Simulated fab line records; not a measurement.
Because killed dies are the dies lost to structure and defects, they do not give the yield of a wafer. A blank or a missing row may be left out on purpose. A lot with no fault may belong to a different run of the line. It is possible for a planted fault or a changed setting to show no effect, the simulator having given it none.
fab line records	flow nand_harc	part 1 of 2: steps 1 to 22 of 34
[record] lots = 5	wafers = 15	last_day = 24
route steps=1159 shown A_M1@1031 A_BONDPAD@1059
lots with no fault: from the same line, run without faults
start_h: hours from the record's first day to the start of the lot's first wafer shown	wait_h: hours since the lot's step before	" same as the row above	L1.1+2: one row covering several wafers at once	- value missing, or start not given	* or withheld: withheld	< > ~ a bound
route shown NAME@n: names a module that has steps shown in the file, with the first one's number in the route	usual: mean/standard deviation of fault-free wafers	same: alike in all rows	chamber/n: place in a boat	sites: per-site readings	_std_site: how widely they spread, as a standard deviation	_edge_site: outer sites' mean less inner sites'	radius_mm: for every site, how far away it sits from the centre of the wafer	mask NAME#n: copy n	behind: the most recent tool/chamber to have shaped the wafer	hold: why the lot went on hold/how many hours it stayed there/how the hold came to an end	device: names the non-switching transistor (n, p or np)	end of line: the tests these same wafers got at the end of their route	step lacking rows: just its recipe	killed: dies lost to structure and defects at the first sort, not the wafer's yield	map: shows each die of a wafer: x if killed, . if not, _ if none is there
set.NAME: the setting the step ran with; set.NAME@STEP: the setting that earlier step ran with	model.NAME: the simulator's own value behind a step, which no gauge read
lots at selected steps of the route; one table per step, one row per wafer
services: from which hour (start_h, from the record's first day; less than 0 if before it) a tool's chamber was out of use, for how many hours, and why
[[steps]]
[step NHARC_A_M1_SOFTBAKE_04]
[recipe] temp_c = 105	time_s = 55
[usual] chill_plate_temp_C = 23.01/0.11
lot.wafer	tool	chamber	start_h	wait_h	chill_plate_temp_C
L077.2	litho_track-06	0	-	-	22.94
L077.3	"	0	"	"	23.05
L077.6	"	0	"	"	23.08
L076.3	litho_track-06	0	-	-	22.92
L076.4	"	0	"	"	22.99
L076.5	"	0	"	"	23.06
L080.1	litho_track-06	0	-	-	23.03
L080.5	"	0	"	"	22.95
L080.6	"	0	"	"	22.87
L093.1	litho_track-06	0	-	-	23.04
L093.5	"	0	"	"	23.04
L093.6	"	0	"	"	23.15
L095.1	litho_track-06	0	-	-	22.99
L095.4	"	0	"	"	23.18
L095.6	"	0	"	"	23.05
[step NHARC_A_M1_EBR_05]
[usual] chill_plate_temp_C = 22.99/0.085
lot.wafer	tool	chamber	start_h	wait_h	chill_plate_temp_C
L077.2	litho_track-06	0	-	-	23.09
L077.3	"	0	"	"	23.00
L077.6	"	0	"	"	23.07
L076.3	litho_track-06	0	-	-	22.92
L076.4	"	0	"	"	23.07
L076.5	"	0	"	"	23.09
L080.1	litho_track-06	0	-	-	23.00
L080.5	"	0	"	"	23.10
L080.6	"	0	"	"	23.06
L093.1	litho_track-06	0	-	-	22.99
L093.5	"	0	"	"	22.85
L093.6	"	0	"	"	22.92
L095.1	litho_track-06	0	-	-	23.02
L095.4	"	0	"	"	22.90
L095.6	"	0	"	"	22.93
[step NHARC_A_M1_EXPOSE_06]
[recipe] na = 1.35	target_cd_nm = 120	dose_mj = 75.13	mask_id = A_M1
[same] na = 1.35
lot.wafer	tool	chamber	start_h	wait_h	mask
L077.2+3+6	arfi_scanner-01	0	411.82	-	A_M1#0
L076.3+4+5	arfi_scanner-03	0	412.27	-	A_M1#0
L080.1+5+6	arfi_scanner-02	0	438.01	-	A_M1#0
L093.1+5+6	arfi_scanner-03	0	513.98	-	A_M1#0
L095.1+4+6	arfi_scanner-01	0	524.70	-	A_M1#0
[step NHARC_A_M1_PEB_07]
[recipe] peb_temp_c = 100	peb_time_s = 65
[usual] chill_plate_temp_C = 23.04/0.11
lot.wafer	tool	chamber	start_h	wait_h	chill_plate_temp_C
L077.2	litho_track-04	0	411.88	0.1	23.17
L077.3	"	0	"	"	23.00
L077.6	"	0	"	"	22.88
L076.3	litho_track-06	0	412.33	0.0	23.10
L076.4	"	0	"	"	23.07
L076.5	"	0	"	"	22.91
L080.1	litho_track-06	0	438.08	0.1	22.85
L080.5	"	0	"	"	22.89
L080.6	"	0	"	"	22.93
L093.1	litho_track-04	0	514.04	0.1	23.13
L093.5	"	0	"	"	23.13
L093.6	"	0	"	"	23.16
L095.1	litho_track-06	0	524.76	0.1	23.08
L095.4	"	0	"	"	22.97
L095.6	"	0	"	"	23.01
[step NHARC_A_M1_DEVELOP_08]
[recipe] develop_time_s = 35	dev_temp_c = 23
[usual] chill_plate_temp_C = 23.00/0.11
lot.wafer	tool	chamber	start_h	wait_h	chill_plate_temp_C
L077.2	litho_track-04	0	-	-	22.91
L077.3	"	0	"	"	22.79
L077.6	"	0	"	"	23.02
L076.3	litho_track-06	0	-	-	22.81
L076.4	"	0	"	"	22.97
L076.5	"	0	"	"	22.93
L080.1	litho_track-06	0	-	-	22.97
L080.5	"	0	"	"	22.90
L080.6	"	0	"	"	22.84
L093.1	litho_track-04	0	-	-	22.98
L093.5	"	0	"	"	22.95
L093.6	"	0	"	"	22.86
L095.1	litho_track-06	0	-	-	22.97
L095.4	"	0	"	"	22.93
L095.6	"	0	"	"	23.06
[step NHARC_A_M1_CD_MEAS_09]
[recipe] target_cd_nm = 120	landing_energy_ev = 500
[usual] cd_nm = 119.9/0.65
[same] landing_energy_ev = 500
lot.wafer	tool	chamber	start_h	wait_h	cd_nm
L077.2	cd_sem-03	0	411.96	-	120.3
L077.3	"	0	"	"	119.9
L077.6	"	0	"	"	119.7
L076.3	cd_sem-02	0	412.41	-	120.9
L076.4	"	0	"	"	121.0
L076.5	"	0	"	"	119.5
L080.1	cd_sem-02	0	438.16	-	119.8
L080.5	"	0	"	"	119.8
L080.6	"	0	"	"	120.1
L093.1	cd_sem-02	0	514.12	-	120.0
L093.5	"	0	"	"	120.2
L093.6	"	0	"	"	119.7
L095.1	cd_sem-02	0	524.84	-	121.1
L095.4	"	0	"	"	120.3
L095.6	"	0	"	"	120.5
[step NHARC_A_M1_OVL_MEAS_10]
[recipe] pitch_nm = 240
[usual] overlay_x_nm = -0.2/0.73	overlay_y_nm = -0.2/0.88
lot.wafer	tool	chamber	start_h	wait_h	overlay_x_nm	overlay_y_nm
L077.2	overlay-01	-	412.05	-	-0.3	-0.3
L077.3	"	-	"	"	-0.6	0.0
L077.6	"	-	"	"	-0.7	-0.4
L076.3	overlay-01	-	412.49	-	-1.3	-0.1
L076.4	"	-	"	"	-0.6	0.2
L076.5	"	-	"	"	-1.2	0.0
L080.1	overlay-01	-	438.25	-	0.4	-0.6
L080.5	"	-	"	"	0.5	-1.0
L080.6	"	-	"	"	0.9	-0.7
L093.1	overlay-02	-	514.21	-	0.6	0.0
L093.5	"	-	"	"	0.6	0.1
L093.6	"	-	"	"	1.1	0.3
L095.1	overlay-01	-	524.93	-	-0.1	-0.7
L095.4	"	-	"	"	-0.1	-0.5
L095.6	"	-	"	"	-0.9	-1.0
[step NHARC_A_M1_INSPECT_11]
[usual] raw_defect_count = 29/12
lot.wafer	tool	chamber	start_h	wait_h	raw_defect_count
L077.2	defect_inspect-01	-	412.09	0.0	25
L077.3	"	-	"	"	27
L077.6	"	-	"	"	20
L076.3	defect_inspect-02	-	412.53	0.0	14
L076.4	"	-	"	"	14
L076.5	"	-	"	"	17
L080.1	defect_inspect-01	-	438.28	0.0	31
L080.5	"	-	"	"	28
L080.6	"	-	"	"	32
L093.1	defect_inspect-02	-	514.24	0.0	44
L093.5	"	-	"	"	48
L093.6	"	-	"	"	52
L095.1	defect_inspect-02	-	524.97	0.0	16
L095.4	"	-	"	"	28
L095.6	"	-	"	"	31
[step NHARC_A_M1_DESCUM_14]
[recipe] time_s = 3	o2_flow_sccm = 200	ar_flow_sccm = 0	bias_power_w = 0	chemistry = O2
[usual] drypump_motor_current_A = 5.7/0.42	mfc_ar_sccm = 0.006/0.0094	o2_flow_sccm = 200.1/0.58	oes_product_au = 0.989/0.011	rf_vpp_V = 57.9/0.93	showerhead_plenum_p_Torr = 1.96/0.061	throttle_valve_pct = 11.311/0.0078
lot.wafer	tool	chamber	start_h	wait_h	drypump_motor_current_A	mfc_ar_sccm	o2_flow_sccm	oes_product_au	rf_hours_counter_h	rf_vpp_V	showerhead_plenum_p_Torr	throttle_valve_pct
L077.2	rie_diel-09	1	412.16	0.1	5.6	0.009	200.0	0.978	8	58.5	1.91	11.312
L077.3	"	2	"	"	6.1	0.028	200.4	0.993	9	56.7	1.93	11.321
L077.6	"	3	"	"	5.5	0	200.8	1.005	-	57.8	2.02	11.313
L076.3	rie_diel-02	1	412.59	0.1	5.6	0.000	200.4	0.982	2	58.9	1.95	11.316
L076.4	"	0	"	"	4.8	0	200.7	0.976	2	57.1	1.80	11.313
L076.5	"	2	"	"	6.4	0.003	201.1	0.976	-	59.0	1.94	11.326
L080.1	rie_diel-02	3	438.36	0.1	6.3	0	200.6	0.973	1	57.1	2.01	11.302
L080.5	"	1	"	"	5.6	0.000	200.4	0.994	-	58.1	1.95	11.310
L080.6	"	2	"	"	6.4	0.003	200.3	0.974	-	59.5	1.94	11.321
L093.1	rie_diel-09	2	514.32	0.1	6.1	0.028	200.8	0.979	5	57.5	1.93	11.305
L093.6	"	0	"	"	5.5	0	201.6	0.994	-	57.0	1.99	11.309
L093.5	"	1	"	"	5.6	0.009	201.0	0.982	-	57.5	1.91	11.317
L095.1	rie_diel-09	1	525.03	0.1	5.6	0.009	200.5	0.974	5	57.4	1.91	11.299
L095.4	"	2	"	"	6.1	0.028	201.1	0.997	5	57.1	1.93	11.324
L095.6	"	1	"	"	5.6	0.009	200.7	0.978	-	59.7	1.91	11.308
[step NHARC_A_M1_ETCH_35]
[recipe] target_depth_a = 400	overetch_a = 120	time_s = 43.94	ion_energy_ev = 200	n2_flow_sccm = 150	h2_flow_sccm = 150	ar_flow_sccm = 0	rf_w = 400	bias_w = 150	chemistry = N2/H2
[usual] drypump_motor_current_A = 5.7/0.42	mfc_ar_sccm = 0.006/0.0093	oes_product_au = 0.991/0.011	rf_vpp_V = 431.9/2	showerhead_plenum_p_Torr = 2.09/0.069	throttle_valve_pct = 14.171/0.0089
lot.wafer	tool	chamber	start_h	wait_h	drypump_motor_current_A	mfc_ar_sccm	oes_product_au	rf_hours_counter_h	rf_vpp_V	showerhead_plenum_p_Torr	throttle_valve_pct
L077.3	rie_diel-09	1	412.24	0.1	5.6	0.009	0.983	8	429.8	2.03	14.180
L077.2	"	2	"	"	6.0	0.028	0.998	9	430.2	2.06	14.158
L077.6	"	0	"	"	5.5	0	1.014	-	433.2	2.13	14.173
L076.4	rie_diel-02	0	412.68	0.1	4.8	0	0.980	2	427.8	1.92	14.158
L076.3	"	2	"	"	6.4	0.003	0.984	2	430.7	2.07	14.177
L076.5	"	3	"	"	6.3	0	0.990	-	434.8	2.15	14.176
L080.1	rie_diel-02	2	438.45	0.1	6.4	0.003	0.990	2	431.6	2.07	14.154
L080.6	"	3	"	"	6.3	0	0.990	-	434.2	2.15	14.182
L080.5	"	0	"	"	4.8	0	0.982	-	428.3	1.92	14.179
L093.1	rie_diel-09	0	514.40	0.1	5.6	0	0.986	5	431.3	2.12	14.161
L093.6	"	3	"	"	5.5	0	0.981	-	432.4	2.15	14.173
L093.5	"	0	"	"	5.5	0	0.988	-	433.3	2.12	14.174
L095.4	rie_diel-09	2	525.12	0.1	6.1	0.028	0.991	5	431.3	2.06	14.181
L095.1	"	0	"	"	5.6	0	0.995	5	432.1	2.12	14.170
L095.6	"	2	"	"	6.1	0.028	0.995	-	430.5	2.06	14.170
[step NHARC_A_M1_ETCH_15]
[recipe] target_depth_a = 1825	time_s = 91.2	c4f8_flow_sccm = withheld	ar_flow_sccm = 400	rf_w = 600	bias_w = 300	chemistry = C4F8/Ar
[usual] oes_product_au = 0.940/0.022	rf_vpp_V = 442.2/2
lot.wafer	tool	chamber	start_h	wait_h	oes_product_au	rf_hours_counter_h	rf_vpp_V
L077.3	rie_diel-09	0	-	-	0.957	8	441.9
L077.2	"	1	"	"	0.928	8	440.7
L077.6	"	3	"	"	0.933	-	443.7
L076.3	rie_diel-02	0	-	-	0.914	2	437.7
L076.4	"	3	"	"	0.912	1	444.0
L076.5	"	0	"	"	0.918	-	437.4
L080.1	rie_diel-02	3	-	-	0.933	1	443.1
L080.5	"	2	"	"	0.911	-	440.3
L080.6	"	3	"	"	0.927	-	443.1
L093.1	rie_diel-09	1	-	-	0.928	5	439.9
L093.5	"	0	"	"	0.935	-	445.2
L093.6	"	1	"	"	0.921	-	440.0
L095.4	rie_diel-09	0	-	-	0.920	5	442.5
L095.1	"	2	"	"	0.917	5	441.5
L095.6	"	0	"	"	0.920	-	442.3
[step NHARC_A_M1_CD_MEAS_16]
[usual] cd_nm = 120.3/1
lot.wafer	tool	chamber	start_h	wait_h	cd_nm
L077.2	cd_sem-01	-	412.45	-	121.5
L077.3	"	-	"	"	120.3
L077.6	"	-	"	"	120.4
L076.3	cd_sem-01	-	412.90	-	119.7
L076.4	"	-	"	"	121.5
L076.5	"	-	"	"	118.8
L080.1	cd_sem-03	-	438.66	-	120.6
L080.5	"	-	"	"	119.8
L080.6	"	-	"	"	119.7
L093.1	cd_sem-03	-	514.61	-	119.7
L093.5	"	-	"	"	120.6
L093.6	"	-	"	"	120.9
L095.1	cd_sem-02	-	525.33	-	121.4
L095.4	"	-	"	"	120.3
L095.6	"	-	"	"	121.7
[step NHARC_A_M1_STRIP_18]
[recipe] power_w = 1000	n2_flow_sccm = 150	h2_flow_sccm = 150	ar_flow_sccm = 0	bias_w = 0	chemistry = N2/H2
[usual] drypump_motor_current_A = 5.7/0.5	mfc_ar_sccm = 0.004/0.0081	oes_product_au = 0.992/0.011	rf_vpp_V = 90.9/0.96	showerhead_plenum_p_Torr = 2.09/0.075	throttle_valve_pct = 14.171/0.0093
lot.wafer	tool	chamber	start_h	wait_h	drypump_motor_current_A	mfc_ar_sccm	oes_product_au	rf_hours_counter_h	rf_vpp_V	showerhead_plenum_p_Torr	throttle_valve_pct
L077.2	rie_diel-09	1	412.53	0.1	5.6	0.009	0.978	7.6	90.1	2.03	14.177
L077.3	"	2	"	"	6.1	0.028	0.996	9.0	91.3	2.06	14.171
L077.6	"	2	"	"	6.0	0.028	0.993	-	91.6	2.06	14.168
L076.3	rie_diel-02	0	412.99	0.1	4.8	0	0.984	1.9	89.6	1.92	14.165
L076.4	"	2	"	"	6.4	0.003	1.004	1.9	90.2	2.07	14.166
L076.5	"	0	"	"	4.8	0	0.982	-	89.3	1.92	14.172
L080.1	rie_diel-05	0	438.78	0.1	5.6	0.014	0.989	7.0	90.8	2.20	14.177
L080.5	"	2	"	"	5.5	0.006	0.996	-	91.7	2.12	14.179
L080.6	"	3	"	"	6.2	0	1.002	-	90.2	2.16	14.171
L093.1	rie_diel-09	0	514.74	0.1	5.6	0	0.997	4.7	90.3	2.12	14.160
L093.6	"	2	"	"	6.1	0.028	0.989	-	90.8	2.06	14.164
L093.5	"	3	"	"	5.5	0	0.976	-	90.2	2.15	14.161
L095.1	rie_diel-09	3	525.41	0.1	5.5	0	0.991	4.5	92.5	2.15	14.176
L095.4	"	2	"	"	6.1	0.028	0.982	5.1	90.2	2.06	14.180
L095.6	"	0	"	"	5.6	0	0.999	-	90.5	2.12	14.189
[step NHARC_A_M1_ETCH_28]
[recipe] target_depth_a = 300	over_etch_frac = 0.3	time_s = 72.99	ion_energy_ev = 150	cf4_flow_sccm = 50	n2_flow_sccm = 100	ar_flow_sccm = 150	rf_w = 300	bias_w = 100	chemistry = CF4/N2
[usual] drypump_motor_current_A = 5.7/0.49	mfc_ar_sccm = 150.0/0.47	oes_product_au = 0.992/0.011	rf_vpp_V = 315.1/1.6	showerhead_plenum_p_Torr = 2.68/0.088	throttle_valve_pct = 19.794/0.0085
lot.wafer	tool	chamber	start_h	wait_h	drypump_motor_current_A	mfc_ar_sccm	oes_product_au	rf_hours_counter_h	rf_vpp_V	showerhead_plenum_p_Torr	throttle_valve_pct
L077.2	rie_diel-09	2	-	-	6.0	149.5	0.994	9.1	314.5	2.65	19.790
L077.3	"	3	"	"	5.5	149.7	0.998	8.7	316.2	2.76	19.784
L077.6	"	0	"	"	5.6	150.3	1.010	-	316.3	2.73	19.789
L076.4	rie_diel-02	3	-	-	6.3	150.2	0.998	0.9	315.8	2.76	19.796
L076.3	"	1	"	"	5.6	149.5	1.000	2.0	313.6	2.67	19.789
L076.5	"	3	"	"	6.3	149.3	0.985	-	316.6	2.76	19.803
L080.1	rie_diel-05	0	-	-	5.6	150.3	0.986	7.0	317.1	2.82	19.779
L080.5	"	1	"	"	5.3	149.9	0.999	-	314.8	2.62	19.805
L080.6	"	2	"	"	5.5	150.0	0.996	-	316.1	2.72	19.797
L093.1	rie_diel-09	3	-	-	5.5	149.7	0.979	4.1	316.3	2.76	19.807
L093.5	"	1	"	"	5.5	149.1	0.975	-	314.0	2.62	19.788
L093.6	"	2	"	"	6.0	150.1	0.992	-	314.7	2.65	19.796
L095.4	rie_diel-09	3	-	-	5.5	150.6	0.989	4.6	316.5	2.76	19.784
L095.1	"	1	"	"	5.6	149.7	0.990	5.0	314.3	2.62	19.793
L095.6	"	2	"	"	6.0	150.3	0.988	-	314.0	2.65	19.797
[step NHARC_A_M1_STRIP_19]
[recipe] time_s = 600	temp_c = 30	chemistry = post_etch_residue_remover
lot.wafer	tool	chamber	start_h	wait_h
L077.3+6+2	wet_bench-10	2,6,7	412.90	-
L076.4+5+3	wet_bench-10	3,4,0	413.34	-
L080.1+5+6	wet_bench-10	1,5,6	439.10	-
L093.1+6+5	wet_bench-10	0,2,3	515.06	-
L095.1+4+6	wet_bench-10	2,5,6	525.78	-
[step NHARC_A_M1_DEGAS_29]
[recipe] temp_c = 250	time_s = 60
[usual] heater_power_w = 338/24
lot.wafer	tool	chamber	start_h	wait_h	heater_power_w
L077.2	pvd_sputter-02	-	413.16	-	338
L077.3	"	-	"	"	295
L077.6	"	-	"	"	366
L076.4	pvd_sputter-01	-	413.61	-	340
L076.3	"	-	"	"	328
L076.5	"	-	"	"	359
L080.1	pvd_sputter-03	-	439.37	-	302
L080.6	"	-	"	"	308
L080.5	"	-	"	"	344
L093.1	pvd_sputter-03	-	515.33	-	329
L093.6	"	-	"	"	338
L093.5	"	-	"	"	314
L095.4	pvd_sputter-03	-	526.04	-	299
L095.1	"	-	"	"	334
L095.6	"	-	"	"	340
[step NHARC_A_M1_PRE_CLEAN_30]
[recipe] time_s = 30	temp_c = 280	gas = H2/He
[usual] heater_power_w = 417/30
lot.wafer	tool	chamber	start_h	wait_h	heater_power_w
L077.2	pvd_sputter-02	-	-	-	422
L077.3	"	-	"	"	355
L077.6	"	-	"	"	455
L076.3	pvd_sputter-01	-	-	-	460
L076.4	"	-	"	"	412
L076.5	"	-	"	"	458
L080.1	pvd_sputter-03	-	-	-	377
L080.5	"	-	"	"	388
L080.6	"	-	"	"	422
L093.1	pvd_sputter-03	-	-	-	405
L093.6	"	-	"	"	430
L093.5	"	-	"	"	372
L095.4	pvd_sputter-03	-	-	-	369
L095.1	"	-	"	"	423
L095.6	"	-	"	"	412
[step NHARC_A_M1_PVD_20]
[recipe] target_thk_a = 50	bias_v = 168.6	power_w = 15000	chamber_pressure_pa = 0.12	time_s = 8.06	substrate_temp_c = 50	material = TaN
[usual] throttle_valve_pct = 29.5/0.8
lot.wafer	tool	chamber	start_h	wait_h	throttle_valve_pct
L077.3	pvd_sputter-02	-	-	-	30.8
L077.2	"	-	"	"	28.9
L077.6	"	-	"	"	27.7
L076.3	pvd_sputter-01	-	-	-	30.0
L076.4	"	-	"	"	29.8
L076.5	"	-	"	"	29.1
L080.1	pvd_sputter-03	-	-	-	30.8
L080.6	"	-	"	"	28.7
L080.5	"	-	"	"	29.4
L093.1	pvd_sputter-03	-	-	-	29.2
L093.5	"	-	"	"	30.6
L093.6	"	-	"	"	29.4
L095.1	pvd_sputter-03	-	-	-	30.5
L095.4	"	-	"	"	29.3
L095.6	"	-	"	"	30.4
[step NHARC_A_M1_PVD_21]
[recipe] target_thk_a = 300	chamber_pressure_pa = 5	power_w = 5000	substrate_temp_c = 30	time_s = 20.49	material = Cu
[usual] throttle_valve_pct = 29.6/0.8
lot.wafer	tool	chamber	start_h	wait_h	throttle_valve_pct
L077.3	pvd_sputter-02	-	-	-	29.1
L077.2	"	-	"	"	30.9
L077.6	"	-	"	"	28.9
L076.4	pvd_sputter-01	-	-	-	30.2
L076.3	"	-	"	"	29.2
L076.5	"	-	"	"	29.2
L080.1	pvd_sputter-03	-	-	-	29.5
L080.6	"	-	"	"	29.8
L080.5	"	-	"	"	29.0
L093.1	pvd_sputter-03	-	-	-	29.2
L093.6	"	-	"	"	29.5
L093.5	"	-	"	"	29.3
L095.1	pvd_sputter-03	-	-	-	30.7
L095.4	"	-	"	"	30.8
L095.6	"	-	"	"	30.3
[step NHARC_A_M1_ECD_22]
[recipe] target_thk_a = 4000	bath_temp_c = 25	material = Cu
lot.wafer	tool	chamber	start_h	wait_h
L077.2+3+6	ecd_cu-01	0,0,1	413.55	-
L076.4+3+5	ecd_cu-01	0,1,0	414.07	-
L080.1+6+5	ecd_cu-01	1,1,0	439.73	-
L093.1+5+6	ecd_cu-02	0,1,0	515.75	-
L095.1+4+6	ecd_cu-02	1,0,1	526.46	-
[step NHARC_A_M1_ANNEAL_31]
[recipe] temp_c = 225	time_s = 90
[usual] wafer_temp_C_max = 225.85/0.22
lot.wafer	tool	chamber	start_h	wait_h	wafer_temp_C_max
L077.2	rtp_anneal-02	0	414.09	0.5	225.62
L077.3	"	0	"	"	225.94
L077.6	"	0	"	"	225.86
L076.3	rtp_anneal-01	0	414.64	0.5	225.57
L076.4	"	0	"	"	225.96
L076.5	"	0	"	"	225.76
L080.1	rtp_anneal-01	0	440.13	-	225.99
L080.5	"	0	"	"	225.83
L080.6	"	0	"	"	226.07
L093.1	rtp_anneal-01	0	516.08	-	225.70
L093.5	"	0	"	"	225.84
L093.6	"	0	"	"	225.66
L095.1	rtp_anneal-01	0	526.78	0.3	226.07
L095.4	"	0	"	"	226.03
L095.6	"	0	"	"	226.19
[step NHARC_A_M1_CMP_23]
[recipe] t_overpolish_s = 20	target_thk_nm = 154.34
[usual] motor_current_A = 11.5/1.5	time_to_endpoint_s = 28.4/2.7
lot.wafer	tool	chamber	start_h	wait_h	motor_current_A	time_to_endpoint_s
L077.2	cmp-01	3	414.42	-	9.3	29.9
L077.3	"	0	"	"	9.7	27.1
L077.6	"	2	"	"	13.4	31.8
L076.4	cmp-04	1	414.91	-	10.8	24.7
L076.3	"	2	"	"	10.8	26.9
L076.5	"	0	"	"	12.0	26.3
L080.1	cmp-01	2	440.50	-	12.5	32.7
L080.5	"	1	"	"	14.0	30.6
L080.6	"	2	"	"	12.7	32.4
L093.1	cmp-01	3	516.51	-	9.3	26.6
L093.5	"	0	"	"	9.5	25.5
L093.6	"	1	"	"	13.8	25.7
L095.1	cmp-01	2	527.15	-	13.2	29.1
L095.4	"	3	"	"	9.9	28.2
L095.6	"	1	"	"	13.3	28.2
